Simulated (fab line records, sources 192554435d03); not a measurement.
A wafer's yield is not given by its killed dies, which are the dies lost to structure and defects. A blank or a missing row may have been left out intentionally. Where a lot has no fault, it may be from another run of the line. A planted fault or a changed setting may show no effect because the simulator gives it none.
fab line records | flow n5Finfet
record: lots: 4 | wafers: 12 | lastDay: 17
route steps=1938 shown BEOL_M13@1662 PASSIVATION@1936
lots that met no fault: from a run of the same line without faults
startH: hours from the record's opening day to when the first of the lot's shown wafers began | waitH: how many hours have passed since the lot's step before this one | " the same as in the row above | L1.1+2: one row covering several wafers at once | - value missing, or start not given | * or withheld: withheld | < > ~ a bound
route shown NAME@n: NAME is a module with steps in the file, n the number in the route of the first one | usual: average and standard deviation across the fault-free wafers | same: alike in all rows | chamber/n: place in a boat | sites: per-site readings | _std_site: the values' standard deviation | _edge_site: inner sites' mean taken away from outer sites' mean | radiusMm: for every site, how far away it sits from the centre of the wafer | mask NAME#n: copy n | behind: tool/chamber where the wafer was last shaped | hold: the reason the lot was held/the length of the hold in hours/how it ended | device: transistor that didn't switch, given as n, p or np | end of line: tests of these same wafers at the route's end | where a step has no rows: the recipe by itself | killed: the dies lost at the first sort to structure and to defects; this is not the yield of the wafer | map: a wafer's dies, marking killed ones x, the rest . and places with no die _
set.NAME: setting as actually run; set.NAME@STEP: the setting as run at that earlier step | model.NAME: the simulator's own value behind a step, which no gauge read
lots at some steps of the route; a table a step, a row a wafer
services: when a tool's chamber went out of use (startH, in hours from the record's first day, below 0 if earlier), for how many hours, and the reason
== steps ==
step: N5_BEOL_M13_COAT_04
recipe: spinRpm: 1625 | resistThkNm: 400
step: N5_BEOL_M13_EBR_06
recipe: solvent: PGMEA | ebrWidthMm: 1.5
step: N5_BEOL_M13_SOFTBAKE_05
recipe: tempC: 130 | timeS: 60
step: N5_BEOL_M13_EXPOSE_07
recipe: maskId: V12 | na: 0.93 | sourceShape: conventional | sigmaOuter: 0.6 | polarization: unpolarized | attpsmPhaseDeg: 180 | doseMj: 24.8
step: N5_BEOL_M13_PEB_08
recipe: pebTempC: 130 | pebTimeS: 90
step: N5_BEOL_M13_DEVELOP_09
recipe: developTimeS: 45 | rinseLiquid: diw | dry: airSpin | devTempC: 21
step: N5_BEOL_M13_HARDBAKE_14
recipe: tempC: 130 | timeS: 120
step: N5_BEOL_M13_DESCUM_15
recipe: chemistry: O2 | timeS: 7.9 | sourcePowerW: 50 | biasPowerW: 20 | pressureMtorr: 20 | rfFrequencyHz: 2.712e+07 | tempC: 40 | o2FlowSccm: 225
step: N5_BEOL_M13_ETCH_59
recipe: chemistry: N2/H2 | target: BARC | targetDepthA: 890 | overetchA: 267 | timeS: 67.9 | ionEnergyEv: 200 | pressureMtorr: 30 | sourceW: 840 | biasW: 150 | n2FlowSccm: 200 | h2FlowSccm: 200
step: N5_BEOL_M13_VIA_ETCH_16
recipe: chemistry: C4F8/O2/Ar | target: SiOC | pressureMtorr: 30 | sourceW: 3000 | biasW: 700 | Ar_flow_sccm: 400 | C4F8_flow_sccm: 15 | O2_flow_sccm: 8 | heInnerTorr: 15 | heOuterTorr: 30 | targetDepthA: 9217 | timeS: withheld | ionEnergyEv: 250 | ends: cleared
usual: C4F8_flow_sccm: 15.00/0.044 | biasW: 699.9/2.2 | chamberPressureMTorr: 29.999/0.028 | drypumpMotorCurrentA: 5.7/0.34 | oesProductAu: 0.74/0.09 | rfVppV: 665.7/2.3 | showerheadPlenumPTorr: 3.43/0.096 | throttleValvePct: 24.09/0.23
lot.wafer | tool       | chamber | startH | waitH | C4F8_flow_sccm | biasW | chamberPressureMTorr | drypumpMotorCurrentA | oesProductAu | rfVppV | showerheadPlenumPTorr | throttleValvePct
L437.1    | rieDiel-04 | 1       | 321.39 | 0.0   | 14.99          | 696.0 | 29.951               | 6.3                  | 0.86         | 667.2  | 3.48                  | 24.06
L437.3    | "          | 0       | "      | "     | 15.01          | 698.2 | 29.973               | 5.7                  | 0.81         | 666.3  | 3.50                  | 24.10
L437.5    | "          | 1       | "      | "     | 14.97          | 700.5 | 29.996               | 6.3                  | 0.87         | 667.4  | 3.48                  | 24.04
L442.2    | rieDiel-04 | 1       | 332.04 | 0.0   | 15.04          | 703.8 | 29.958               | 6.3                  | 0.86         | 667.0  | 3.48                  | 24.06
L442.4    | "          | 2       | "      | "     | 15.01          | 699.8 | 30.009               | 6.2                  | 0.74         | 664.1  | 3.30                  | 23.55
L442.6    | "          | 0       | "      | "     | 15.01          | 701.0 | 30.037               | 5.6                  | 0.82         | 666.9  | 3.50                  | 24.11
L444.4    | rieDiel-04 | 1       | 357.92 | 0.0   | 14.98          | 698.2 | 30.042               | 6.3                  | 0.85         | 666.8  | 3.48                  | 24.08
L444.5    | "          | 3       | "      | "     | 15.06          | 696.2 | 30.016               | 5.9                  | 0.77         | 667.0  | 3.48                  | 24.17
L444.6    | "          | 0       | "      | "     | 15.04          | 697.4 | 30.000               | 5.7                  | 0.80         | 666.0  | 3.49                  | 24.12
L450.1    | rieDiel-05 | 2       | 385.55 | 0.0   | 15.03          | 697.3 | 30.001               | 5.9                  | 0.82         | 664.5  | 3.37                  | 24.01
L450.3    | "          | 3       | "      | "     | 14.98          | 698.8 | 29.972               | 5.6                  | 0.87         | 664.8  | 3.39                  | 24.06
L450.6    | "          | 1       | "      | "     | 15.08          | 697.1 | 30.032               | 5.2                  | 0.63         | 665.8  | 3.39                  | 23.97
step: N5_BEOL_M13_STRIP_63
recipe: chemistry: N2/H2 | powerW: 1000 | tempC: 250 | h2Frac: 0.65 | overashFraction: 0.3 | pressureMtorr: 1000 | n2FlowSccm: 1750 | h2FlowSccm: 3250
step: N5_BEOL_M13_STRIP_64
recipe: chemistry: N2/H2 | powerW: 1000 | tempC: 250 | h2Frac: 0.65 | overashFraction: 0.3 | pressureMtorr: withheld | n2FlowSccm: 1750 | h2FlowSccm: 3250
step: N5_BEOL_M13_STRIP_71
recipe: chemistry: postEtchResidueRemover | timeS: 60 | tempC: 25 | removerPh: withheld | removerWaterWtPct: withheld | removerFluorideWtPct: withheld
step: N5_BEOL_M13_SRD_72
recipe: timeS: 30 | tempC: 23 | rinseLiquid: diw | dry: n2Spin | spinRpm: 1500 | dryTimeS: 30
step: N5_BEOL_M13_COAT_65
recipe: resist: SOC | tempC: 250 | timeS: 60 | spinRpm: 1500 | resistThkNm: 350
step: N5_BEOL_M13_COAT_66
recipe: resist: SiARC | tempC: 220 | timeS: 60 | spinRpm: 1500 | resistThkNm: 110
step: N5_BEOL_M13_COAT_22
recipe: spinRpm: 2888 | resistThkNm: 300
step: N5_BEOL_M13_EBR_24
recipe: solvent: PGMEA | ebrWidthMm: 1.5
step: N5_BEOL_M13_SOFTBAKE_23
recipe: tempC: 130 | timeS: 60
step: N5_BEOL_M13_EXPOSE_25
recipe: maskId: M13 | na: 0.93 | sourceShape: conventional | sigmaOuter: 0.4 | polarization: unpolarized | targetCdNm: 210 | doseMj: 22
step: N5_BEOL_M13_PEB_26
recipe: pebTempC: 130 | pebTimeS: 90
step: N5_BEOL_M13_DEVELOP_27
recipe: developTimeS: 45 | rinseLiquid: diw | dry: airSpin | devTempC: 21
step: N5_BEOL_M13_HARDBAKE_32
recipe: tempC: 130 | timeS: 120
step: N5_BEOL_M13_INSPECT_30
recipe: mode: adi | inspectInstrument: macro
usual: rawDefectCount: 2.2/1.6
lot.wafer | tool             | chamber | startH | waitH | rawDefectCount
L437.1    | defectInspect-02 | -       | 322.21 | 0.0   | 1
L437.3    | "                | -       | "      | "     | 0
L437.5    | "                | -       | "      | "     | 1
L442.2    | defectInspect-02 | -       | 332.91 | 0.0   | >300
L442.4    | "                | -       | "      | "     | >300
L442.6    | "                | -       | "      | "     | >300
L444.4    | defectInspect-01 | -       | 358.75 | 0.0   | >300
L444.5    | "                | -       | "      | "     | >300
L444.6    | "                | -       | "      | "     | >300
L450.1    | defectInspect-01 | -       | 386.38 | 0.0   | 1
L450.3    | "                | -       | "      | "     | 2
L450.6    | "                | -       | "      | "     | 4
step: N5_BEOL_M13_DESCUM_33
recipe: chemistry: O2 | timeS: 7.9 | sourcePowerW: 50 | biasPowerW: 20 | pressureMtorr: 20 | rfFrequencyHz: 2.712e+07 | tempC: 40 | o2FlowSccm: 225
step: N5_PASSIVATION_PROBE_49
usual: defectLimitedYield: 91.0/1.5 | killed_at_M0_to_M3: 33/9.4 | killed_at_M4_up: 14/4.8 | killedAtContacts: 13/7.3 | killedAtFrontEnd: 43/13 | killedAtOther: 3.6/2.9 | killedDies: 106/18 | killedOnRim: 14/4.2 | killedOpen: 69/13 | killedShort: 35/8.2 | sort_bin_5_function: 5.3/1 | sort_bin_6_memory: 3.3/0.68 | sortNPass: 1074/18 | sortYieldPct: 91.0/1.5
same: grossDies: 1180 | killedAtBackSide: 0 | sort_bin_4_leakage[%]: 0 | sort_bin_8_speed[%]: 0
lot.wafer | tool      | chamber | startH | waitH | defectLimitedYield[%] | killed_at_M0_to_M3 | killed_at_M4_up | killedAtContacts | killedAtFrontEnd | killedAtOther | killedDies | killedOnRim | killedOpen | killedShort | sort_bin_5_function[%] | sort_bin_6_memory[%] | sortNPass | sortYieldPct[%]
L442.2    | prober-01 | -       | 360.96 | 0.1   | 81.0                  | 35                 | 152             | 3                | 32               | 2             | 224        | 29          | 53         | 26          | 10.8                   | 3.9                  | 956       | 81.0
L442.4    | prober-01 | -       | 361.06 | 0.2   | 78.0                  | 38                 | 177             | 7                | 37               | 1             | 260        | 13          | 59         | 39          | 13.6                   | 4.7                  | 920       | 78.0
L442.6    | prober-01 | -       | 361.16 | 0.3   | 83.1                  | 51                 | 112             | 5                | 30               | 1             | 199        | 35          | 67         | 36          | 9.4                    | 4.4                  | 981       | 83.1
L444.4    | prober-02 | -       | 388.53 | 0.2   | 81.1                  | 24                 | 160             | 7                | 28               | 4             | 223        | 22          | 52         | 18          | 11.6                   | 3.5                  | 957       | 81.1
L444.5    | prober-02 | -       | 388.58 | 0.2   | 84.9                  | 39                 | 90              | 9                | 37               | 3             | 178        | 30          | 75         | 26          | 8.1                    | 3.8                  | 1002      | 84.9
L444.6    | prober-02 | -       | 388.63 | 0.3   | 84.4                  | 33                 | 107             | 5                | 33               | 6             | 184        | 36          | 64         | 32          | 8.2                    | 4.5                  | 996       | 84.4
killed by level:class
L442.2 BEOL_M13:unspecified=141 STI_FIN_REVEAL:geometricParticle:open=12 BEOL_M3:geometricParticle:open=12 BEOL_M1:geometricParticle:open=7 BEOL_M0_SAQP:geometricParticle:short=6 GATE_CUT:geometricParticle:short=3 BEOL_M0_SAQP:geometricParticle:open=3 BEOL_M1:geometricParticle:short=3
L442.4 BEOL_M13:unspecified=161 BEOL_M3:geometricParticle:open=12 FIN_SAQP:geometricParticle:short=9 STI_FIN_REVEAL:geometricParticle:open=9 BEOL_M2:geometricParticle:open=8 BEOL_M3:geometricParticle:short=7 BEOL_M4:geometricParticle:open=6 FIN_SAQP:geometricParticle:open=5
L442.6 BEOL_M13:unspecified=96 BEOL_M3:geometricParticle:open=16 BEOL_M2:geometricParticle:open=10 BEOL_M4:geometricParticle:open=9 BEOL_M0_SAQP:geometricParticle:short=8 BEOL_M3:geometricParticle:short=7 FIN_SAQP:geometricParticle:short=6 STI_FIN_REVEAL:geometricParticle:open=6
L444.4 BEOL_M13:unspecified=151 STI_FIN_REVEAL:geometricParticle:open=10 BEOL_M2:geometricParticle:open=6 BEOL_M3:geometricParticle:open=6 MOL_CONTACT_COAG:geometricParticle:open=5 BEOL_M0_SAQP:geometricParticle:short=5 BEOL_M0_SAQP:geometricParticle:open=5 GATE_CUT:geometricParticle:short=4
L444.5 BEOL_M13:unspecified=74 MOL_CONTACT_COAG:geometricParticle:open=9 BEOL_M2:geometricParticle:open=9 BEOL_M0_SAQP:geometricParticle:short=8 BEOL_M4:geometricParticle:open=8 BEOL_M0_SAQP:geometricParticle:open=7 FIN_SAQP:geometricParticle:open=6 BEOL_M3:geometricParticle:open=6
L444.6 BEOL_M13:unspecified=86 FIN_SAQP:geometricParticle:open=10 BEOL_M4:geometricParticle:open=9 STI_FIN_REVEAL:geometricParticle:open=8 BEOL_M0_SAQP:geometricParticle:short=8 BEOL_M3:geometricParticle:open=8 BEOL_M0_SAQP:geometricParticle:open=5 BEOL_M2:geometricParticle:open=5
map L442.4 (x killed, . not)
_________________....xxx.....________________
______________......x......x...._____________
___________.......x...x............__________
__________.....................x...._________
________.x....x...........x...x......._______
_______......xx...........x......x...x.______
______.....x.............x...........x.._____
_____...........x..xx.x........x.........____
____....x.....x.x.x..xxx.x...........x....___
___.....x....x.xxxxxxxxxxx......x........x.__
___......x....xxxxxxxxxxxxx.....x..xx.x....__
__..........xxxxxxxxxxxxxxx.x...x..........._
__x..........xxxxxxxxxxxxxx.x.x..........x.._
_........xx..xxxxxxxxxxxxxxx....x.....x......
_........x...x.xxxxxxxxxxxxxxx..........x.x..
_....x.....x.xxxxxxxxxxxxxxxx...............x
_x...x.x....x.x.xxxxxxxxxxxxx.xx.......x.....
_.............xxxxxxxxxxxxx.............x....
_..............x.xxxxxxx.xx.x.x......x.......
_...............x.x.xx....x..................
_.........x...x....xx.xxx.....x......x.....x.
__.x.........x....x........................._
__....x.....x..x.....x....x................._
___..................x..x..x...............__
___.............xx....x....................__
____........xx.....................x......___
_____x..........x......x.................____
______.......x......x..................._____
_______........x..x............x......x______
________.......xx.x..................x_______
__________.........x..x............._________
___________............x...x.x.....__________
______________....x.x.x........._____________
_________________............________________
map L444.4 (x killed, . not)
_________________............________________
______________.....x......x....._____________
___________.......x.....x..........__________
__________.......x.................._________
________..x.................x........._______
_______...............x.....x........x.______
______.............x...................._____
_____.......x............................____
____....x...............x.............x...___
___x....x................................xx__
___........x.....................x.....x...__
__.....x...............x.....x.............._
__............x............................._
_..............xx............x.........x..x..
_..........x....................x............
_................x............x...x..........
_......xxx..........x................x.......
_..x.......x..............x.......x..........
_.x.......x..........x......x.............x..
_.................x.....x.....x.......x.x.x..
_.......x.....x...x.......x..................
__x......x..xx..x..x..........x...........x._
__............xxxxxxx...............x......._
___......xxxxxxxxxxxxx.....................__
___.x...x.xxxxxxxxxxxxx....x...............__
____....xxxxxxxxxxxxxxxx.......x..........___
_____....xxxxxxxxxxxxxxx.................____
______..xxxxxxxxxxxxxxxxx......x........_____
_______..xxxxxxxxxxxxxxxx..xx..........______
________.xxxxxxxxxxxxxx.x............._______
__________xxxxxxxxxxxxxx............_________
___________xxxxxxxxxxx.............__________
______________xxxxxxx..........._____________
_________________xxx.........________________
== services ==
tool       | chamber | startH | hours | kind
rieDiel-05 | 2       | 318.19 | -     | clean
rieDiel-05 | 2       | 318.19 | -     | consumableReplace:focusRing
rieDiel-05 | 2       | 318.19 | 28.1  | scheduledDown
rieDiel-05 | 2       | 318.19 | 28.1  | ventCycle
rieDiel-05 | 3       | 346.31 | -     | clean
rieDiel-05 | 3       | 346.31 | -     | consumableReplace:focusRing
rieDiel-05 | 3       | 346.31 | 18.5  | scheduledDown
rieDiel-05 | 3       | 346.31 | 18.5  | ventCycle
rieDiel-04 | -       | 382.56 | 2.8   | pm
== key ==
firstSign: step: N5_BEOL_M13_INSPECT_30 | reading: rawDefectCount | direction: up | sigmas: 99+ | usual: 2.2 | struck: >300
effect: step: N5_PASSIVATION_PROBE_49 | reading: killed_at_M4_up | direction: up | sigmas: 25 | usual: 14 | struck: 133
moreKillsBornAt: N5_BEOL_M13_VIA_ETCH_16@rieDiel-04: 709
metAt N5_BEOL_M13_VIA_ETCH_16
struckWafers L442.2,L442.4,L442.6,L444.4,L444.5,L444.6
onsetBetween 321.39 332.04
fault: kind: chamberParticleSource | tool: rieDiel-04 | chamber: - | onsetH: 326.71 | steps: N5_BEOL_M13_VIA_ETCH_16 | ratePerVisitCm2: 2.1331 | endH: 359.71
